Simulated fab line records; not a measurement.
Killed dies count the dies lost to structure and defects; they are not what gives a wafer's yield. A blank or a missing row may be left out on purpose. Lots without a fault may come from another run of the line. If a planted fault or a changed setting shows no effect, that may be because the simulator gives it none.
fab line records | flow n5-finfet
[record] lots = 13 | wafers = 36 | last-day = 19
route steps=1938 shown BEOL_M3@993 BEOL_M15@1784 PASSIVATION@1936
lots untouched by any fault: they come from a run of this same line in which no faults occurred
start-h: the number of hours between the record's first day and the start of the first shown wafer of the lot | wait-h: hours since the lot's step before | " identical to the entry in the row above | L1.1+2: a single row standing in for several wafers | - no value present, or no start provided | * or withheld: withheld | < > ~ a bound
route shown NAME@n: NAME is a module with steps in the file, n the number in the route of the first one | usual: mean/standard deviation taken from wafers without a fault | same: alike in all rows | chamber/n: place in a boat | sites: readings site by site | _std_site: how widely they spread, as a standard deviation | _edge_site: inner sites' mean taken away from outer sites' mean | radius-mm: how far each site lies from the wafer's centre | mask NAME#n: copy n | behind: the tool/chamber that last shaped the wafer | hold: cause of the lot's hold/its duration in hours/its outcome | device: which transistor (n, p or np) failed to switch | end of line: the tests these same wafers got at the end of their route | for a step that has no rows: nothing shown but its recipe | killed: not the wafer's yield, but the dies lost to structure and defects at the first sort | map: a wafer's dies, marking killed ones x, the rest . and places with no die _
set.NAME: the setting as run; set.NAME@STEP: as run at that earlier step | model.NAME: the simulator's own value behind a step, which no gauge read
one table for each step of the route and one row for each wafer, over a sample of lots
services: a tool's chamber out of use, with start hour (start-h, from the record's first day; less than 0 if before it), hours out, and reason
[[steps]]
[step N5_BEOL_M3_CVD_47]
[recipe] material = Co | target-thk-a = 30 | temp-c = withheld | precursor = CCTBA/H2 | pressure-torr = 30 | time-s = 223.8
lot.wafer  | tool      | chamber | start-h | wait-h
L549.1+5+6 | cvd-co-01 | 1,0,2   | 163.92  | 0.0
L551.4+5+6 | cvd-co-02 | 0,2,1   | 188.59  | 0.1
L552.1+3+6 | cvd-co-01 | 0,1,1   | 190.96  | 0.0
L553.4+5+6 | cvd-co-02 | 2,0,1   | 194.04  | 0.3
L556.2+3+5 | cvd-co-02 | 2,1,1   | 201.09  | 0.0
L561.1+2+3 | cvd-co-01 | 1,0,2   | 238.82  | 0.0
L560.1+4+6 | cvd-co-01 | 1,0,1   | 242.17  | 0.1
L566.2+3+4 | cvd-co-02 | 1,2,0   | 278.93  | 0.1
L567.2+4+6 | cvd-co-02 | 2,0,2   | 279.30  | 0.3
L568.5+6   | cvd-co-02 | 1,2     | 284.14  | 0.1
L569.2+5   | cvd-co-02 | 0,1     | 290.44  | 0.0
L571.1+3+5 | cvd-co-02 | 2       | 297.40  | 0.3
L572.4+5   | cvd-co-01 | 0,2     | 320.15  | 0.1
[step N5_BEOL_M15_OVL_MEAS_11]
[recipe] points-per-wafer = 44
[usual] V14_OVL = -2/4.5
lot.wafer | tool       | chamber | start-h | wait-h | V14_OVL[nm]
L549.1    | overlay-02 | 0       | 266.93  | 0.0    | -7
L549.5    | "          | 0       | "       | "      | 0
L549.6    | "          | 0       | "       | "      | 1
L551.4    | overlay-02 | 0       | 286.15  | 0.0    | -5
L551.5    | "          | 0       | "       | "      | -6
L551.6    | "          | 0       | "       | "      | 9
L552.1    | overlay-02 | 0       | 292.42  | 0.0    | -3
L552.3    | "          | 0       | "       | "      | -5
L552.6    | "          | 0       | "       | "      | 0
L553.4    | overlay-02 | 0       | 298.75  | 0.0    | 1
L553.5    | "          | 0       | "       | "      | -1
L553.6    | "          | 0       | "       | "      | -9
L556.2    | overlay-02 | 0       | 305.30  | 0.0    | -9
L556.3    | "          | 0       | "       | "      | -4
L556.5    | "          | 0       | "       | "      | -3
L561.1    | overlay-02 | 0       | 342.11  | 0.0    | -4
L561.2    | "          | 0       | "       | "      | 3
L561.3    | "          | 0       | "       | "      | -6
L560.1    | overlay-02 | 0       | 356.27  | 0.0    | 0
L560.4    | "          | 0       | "       | "      | 5
L560.6    | "          | 0       | "       | "      | 2
L566.2    | overlay-02 | 0       | 378.29  | 0.0    | -6
L566.3    | "          | 0       | "       | "      | -6
L566.4    | "          | 0       | "       | "      | -7
L568.5    | overlay-02 | 0       | 390.86  | 0.0    | -1
L568.6    | "          | 0       | "       | "      | -6
L567.2    | overlay-02 | 0       | 397.90  | 0.0    | -9
L567.4    | "          | 0       | "       | "      | -7
L567.6    | "          | 0       | "       | "      | -5
L571.1    | overlay-01 | 0       | 408.11  | 0.0    | -9
L571.3    | "          | 0       | "       | "      | -10
L571.5    | "          | 0       | "       | "      | -10
L569.2    | overlay-02 | 0       | 408.73  | 0.0    | -5
L569.5    | "          | 0       | "       | "      | -7
L572.4    | overlay-01 | 0       | 427.23  | 0.0    | -4
L572.5    | "          | 0       | "       | "      | -2
[step N5_BEOL_M15_ETCH_59]
[recipe] chemistry = N2/H2 | target = BARC | target-depth-a = 890 | overetch-a = 267 | time-s = 67.9 | ion-energy-ev = 200 | pressure-mtorr = 30 | source-w = 840 | bias-w = 150 | n2-flow-sccm = 200 | h2-flow-sccm = 200
[usual] drypump-motor-current-A = 5.5/0.46 | oes-product-au = 0.69/0.063 | rf-vpp-V = 523.9/2.7 | showerhead-plenum-p-Torr = 2.54/0.095 | throttle-valve-pct = 17.9/0.31
lot.wafer | tool        | chamber | start-h | wait-h | drypump-motor-current-A | oes-product-au | rf-hours-counter-h | rf-vpp-V | showerhead-plenum-p-Torr | throttle-valve-pct
L549.1    | rie-diel-04 | 2       | 267.20  | 0.0    | 4.7                     | 0.59           | 239                | 519.2    | 2.42                     | 18.1
L549.5    | "           | 3       | "       | "      | 6.4                     | 0.61           | -                  | 524.3    | 2.55                     | 18.3
L549.6    | "           | 2       | "       | "      | 4.7                     | 0.59           | -                  | 520.7    | 2.42                     | 18.1
L551.4    | rie-diel-04 | 3       | 286.45  | 0.0    | 6.4                     | 0.61           | 181                | 526.0    | 2.55                     | 18.3
L551.5    | "           | 2       | "       | "      | 4.7                     | 0.59           | -                  | 519.8    | 2.42                     | 18.1
L551.6    | "           | 3       | "       | "      | 6.4                     | 0.62           | -                  | 523.6    | 2.55                     | 18.3
L552.1    | rie-diel-04 | 3       | 292.81  | 0.0    | 6.4                     | 0.61           | 184                | 522.2    | 2.55                     | 18.3
L552.3    | "           | 1       | "       | "      | 5.6                     | 0.64           | 178                | 523.1    | 2.51                     | 17.9
L552.6    | "           | 3       | "       | "      | 6.5                     | 0.61           | -                  | 523.6    | 2.55                     | 18.3
L553.4    | rie-diel-01 | 3       | 298.85  | 0.0    | 5.6                     | 0.73           | 44                 | 524.0    | 2.56                     | 17.3
L553.5    | "           | 1       | "       | "      | 5.1                     | 0.61           | -                  | 519.6    | 2.40                     | 18.3
L553.6    | "           | 2       | "       | "      | 5.5                     | 0.73           | -                  | 521.8    | 2.45                     | 17.7
L556.2    | rie-diel-01 | 1       | 305.80  | 0.0    | 5.1                     | 0.61           | 209                | 520.0    | 2.40                     | 18.3
L556.3    | "           | 3       | "       | "      | 5.6                     | 0.74           | 46                 | 525.9    | 2.56                     | 17.3
L556.5    | "           | 3       | "       | "      | 5.6                     | 0.74           | -                  | 524.5    | 2.56                     | 17.3
L561.1    | rie-diel-01 | 0       | 342.23  | 0.0    | 5.4                     | 0.72           | 51                 | 528.6    | 2.68                     | 17.8
L561.2    | "           | 1       | "       | "      | 5.1                     | 0.60           | 219                | 520.5    | 2.39                     | 18.3
L561.3    | "           | 2       | "       | "      | 5.4                     | 0.71           | 82                 | 522.7    | 2.45                     | 17.7
L560.1    | rie-diel-01 | 0       | 356.37  | 0.0    | 5.4                     | 0.73           | 55                 | 526.5    | 2.68                     | 17.8
L560.4    | "           | 2       | "       | "      | 5.5                     | 0.72           | 87                 | 521.7    | 2.45                     | 17.7
L560.6    | "           | 0       | "       | "      | 5.4                     | 0.72           | -                  | 529.6    | 2.68                     | 17.8
L566.2    | rie-diel-04 | 3       | 378.38  | 0.0    | 6.4                     | 0.60           | 209                | 520.7    | 2.53                     | 18.4
L566.3    | "           | 1       | "       | "      | 5.7                     | 0.64           | 201                | 524.0    | 2.51                     | 17.9
L566.4    | "           | 0       | "       | "      | 5.3                     | 0.71           | 77                 | 524.0    | 2.57                     | 18.0
L568.5    | rie-diel-01 | 2       | 391.27  | 0.0    | 5.5                     | 0.71           | -                  | 521.0    | 2.44                     | 17.7
L568.6    | "           | 3       | "       | "      | 5.6                     | 0.71           | -                  | 525.0    | 2.55                     | 17.4
L567.2    | rie-diel-01 | 0       | 397.99  | 0.0    | 5.3                     | 0.71           | 67                 | 528.1    | 2.68                     | 17.8
L567.4    | "           | 2       | "       | "      | 5.5                     | 0.71           | 98                 | 521.8    | 2.44                     | 17.7
L567.6    | "           | 2       | "       | "      | 5.4                     | 0.71           | -                  | 522.1    | 2.44                     | 17.7
L571.1    | rie-diel-03 | 3       | 408.21  | 0.0    | 6.3                     | 0.66           | 101                | 519.9    | 2.46                     | 17.9
L571.3    | "           | 2       | "       | "      | 5.1                     | 0.66           | 156                | 523.6    | 2.55                     | 18.0
L571.5    | "           | 0       | "       | "      | 5.0                     | 0.73           | -                  | 527.8    | 2.65                     | 17.4
L569.2    | rie-diel-03 | 2       | 408.97  | 0.0    | 5.1                     | 0.65           | 157                | 526.1    | 2.55                     | 18.0
L569.5    | "           | 3       | "       | "      | 6.2                     | 0.66           | -                  | 521.2    | 2.46                     | 17.9
L572.4    | rie-diel-04 | 1       | 427.48  | 0.0    | 5.7                     | 0.62           | 214                | 523.6    | 2.50                     | 17.9
L572.5    | "           | 0       | "       | "      | 5.3                     | 0.69           | -                  | 524.3    | 2.56                     | 18.0
[step N5_PASSIVATION_PROBE_49]
[usual] defect-limited-yield = 91.3/1.4 | killed_at_M0_to_M3 = 36/10 | killed_at_M4_up = 13/5.4 | killed-at-contacts = 12/5.3 | killed-at-front-end = 39/10 | killed-at-other = 3.2/2.7 | killed-dies = 103/16 | killed-open = 68/13 | killed-short = 33/6.6 | sort_bin_4_leakage = 0.01/0.031 | sort_bin_5_function = 5.1/0.92 | sort_bin_6_memory = 3.3/0.68 | sort_bin_8_speed = 0.1/0.41 | sort-n-pass = 1077/17 | sort-yield-pct = 91.2/1.4
[same] gross-dies = 1180 | killed-at-back-side = 0
lot.wafer | tool      | chamber | start-h | wait-h | defect-limited-yield[%] | killed_at_M0_to_M3 | killed_at_M4_up | killed-at-contacts | killed-at-front-end | killed-at-other | killed-dies | killed-open | killed-short | sort_bin_4_leakage[%] | sort_bin_5_function[%] | sort_bin_6_memory[%] | sort_bin_8_speed[%] | sort-n-pass | sort-yield-pct[%]
L561.1    | prober-01 | -       | 365.61  | 0.2    | 81.2                    | 145                | 18              | 18                 | 31                  | 10              | 222         | 66          | 28           | 0                     | 12.9                   | 3.6                  | 0                   | 958         | 81.2
L561.2    | prober-01 | -       | 365.66  | 0.2    | 84.0                    | 113                | 28              | 6                  | 31                  | 11              | 189         | 58          | 42           | 0                     | 10.1                   | 2.9                  | 0                   | 991         | 84.0
L561.3    | prober-01 | -       | 365.71  | 0.3    | 87.7                    | 84                 | 16              | 10                 | 33                  | 2               | 145         | 52          | 38           | 0                     | 7.3                    | 3.1                  | 0                   | 1035        | 87.7
L560.1    | prober-02 | -       | 380.80  | 0.0    | 80.3                    | 177                | 18              | 4                  | 30                  | 3               | 232         | 57          | 40           | 0                     | 12.2                   | 4.8                  | 0                   | 948         | 80.3
L560.4    | prober-02 | -       | 380.95  | 0.2    | 85.8                    | 117                | 8               | 6                  | 26                  | 10              | 167         | 57          | 22           | 0                     | 8.0                    | 4.0                  | 0                   | 1013        | 85.8
L560.6    | prober-02 | -       | 381.05  | 0.3    | 81.3                    | 167                | 16              | 2                  | 27                  | 9               | 221         | 50          | 28           | 0                     | 10.2                   | 5.3                  | 0.1                 | 958         | 81.2
// killed by level:class
L561.1 BEOL_M3:unspecified=127 MOL_CONTACT_COAG:geometric-particle:open=14 BEOL_M4:geometric-particle:open=11 FIN_SAQP:geometric-particle:open=8 DUMMY_GATE:geometric-particle:open=7 BEOL_M0_SAQP:geometric-particle:open=6 BEOL_M0_SAQP:geometric-particle:short=5 MOL_CONTACT_COAG:geometric-particle:short=4
L561.2 BEOL_M3:unspecified=78 BEOL_M4:geometric-particle:open=16 BEOL_M0_SAQP:geometric-particle:short=11 BEOL_M2:geometric-particle:open=9 HKMG_FIN:area-etch=8 FIN_SAQP:geometric-particle:open=7 BEOL_M0_SAQP:geometric-particle:open=7 MOL_CONTACT_COAG:geometric-particle:short=6
L561.3 BEOL_M3:unspecified=55 BEOL_M0_SAQP:geometric-particle:short=11 BEOL_M2:geometric-particle:open=9 FIN_SAQP:geometric-particle:open=8 FIN_SAQP:geometric-particle:short=8 BEOL_M4:geometric-particle:open=8 MOL_CONTACT_COAG:geometric-particle:open=5 MOL_CONTACT_COAG:geometric-particle:short=5
L560.1 BEOL_M3:unspecified=133 BEOL_M0_SAQP:geometric-particle:short=15 BEOL_M0_SAQP:geometric-particle:open=12 STI_FIN_REVEAL:geometric-particle:open=7 BEOL_M1:geometric-particle:open=7 BEOL_M4:geometric-particle:open=7 BEOL_M3:geometric-particle:open=5 STARTING-WAFER:geometric-particle:short=5
L560.4 BEOL_M3:unspecified=87 BEOL_M1:geometric-particle:open=10 STI_FIN_REVEAL:geometric-particle:open=9 BEOL_M2:geometric-particle:open=7 FIN_SAQP:geometric-particle:short=6 MOL_CONTACT_COAG:geometric-particle:open=5 BEOL_M3:geometric-particle:open=5 FIN_SAQP:geometric-particle:open=4
L560.6 BEOL_M3:unspecified=141 BEOL_M0_SAQP:geometric-particle:open=13 STI_FIN_REVEAL:geometric-particle:open=8 FIN_SAQP:geometric-particle:open=6 BEOL_M0_SAQP:geometric-particle:short=6 BEOL_M4:geometric-particle:open=5 FIN_SAQP:geometric-particle:short=4 BEOL_M3:geometric-particle:open=3
[[services]]
tool        | chamber | start-h | hours | kind
rie-diel-04 | 0       | 152.81  | 8.1   | repair
rie-diel-01 | 0       | 153.30  | -     | clean
rie-diel-01 | 0       | 153.30  | -     | consumable-replace:focus-ring
rie-diel-01 | 0       | 153.30  | -     | consumable-replace:showerhead
rie-diel-01 | 0       | 153.30  | 29.5  | scheduled-down
rie-diel-01 | 0       | 153.30  | 29.5  | vent-cycle
rie-diel-04 | -       | 167.56  | 0.5   | repair
cvd-co-01   | -       | 180.76  | 4.3   | pm
rie-diel-01 | 0       | 223.37  | 15.1  | repair
rie-diel-01 | 3       | 232.64  | 22.4  | repair
rie-diel-03 | -       | 244.35  | 28.1  | pm
cvd-co-01   | -       | 274.33  | 0.4   | repair
rie-diel-03 | -       | 274.37  | 14.6  | pm
rie-diel-04 | 2       | 292.60  | -     | clean
rie-diel-04 | 2       | 292.60  | -     | consumable-replace:focus-ring
rie-diel-04 | 2       | 292.60  | -     | consumable-replace:showerhead
cvd-co-01   | -       | 295.95  | 2.8   | pm
cvd-co-02   | 1       | 296.24  | 10.8  | repair
rie-diel-03 | -       | 302.43  | 0.1   | repair
rie-diel-04 | -       | 305.71  | 4.3   | pm
rie-diel-01 | -       | 311.69  | 0.4   | repair
cvd-co-01   | 2       | 357.05  | 1.6   | repair
rie-diel-04 | 1       | 386.02  | 8.0   | repair
cvd-co-02   | 2       | 407.57  | 4.5   | repair
[[key]]
[first-sign] step = N5_PASSIVATION_PROBE_49 | reading = killed_at_M0_to_M3 | direction = up | sigmas = 9.5 | usual = 36 | struck = 134
[effect] step = N5_PASSIVATION_PROBE_49 | reading = defect-limited-yield | direction = down | sigmas = 5.8 | usual = 91.3 | struck = 83.4
[more-kills-born-at] N5_BEOL_M3_CVD_47@cvd-co-01 = 621
met-at N5_BEOL_M3_CVD_47
struck-lots L560,L561
not-acting-at N5_BEOL_M15_OVL_MEAS_11,N5_BEOL_M15_ETCH_59
onset-between 190.96 238.82
[fault] kind = chamber-particle-source | tool = cvd-co-01 | chamber = - | onset-h = 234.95 | steps = N5_BEOL_M3_CVD_47 | rate-per-visit-cm2 = 1.1329 | end-h = 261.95
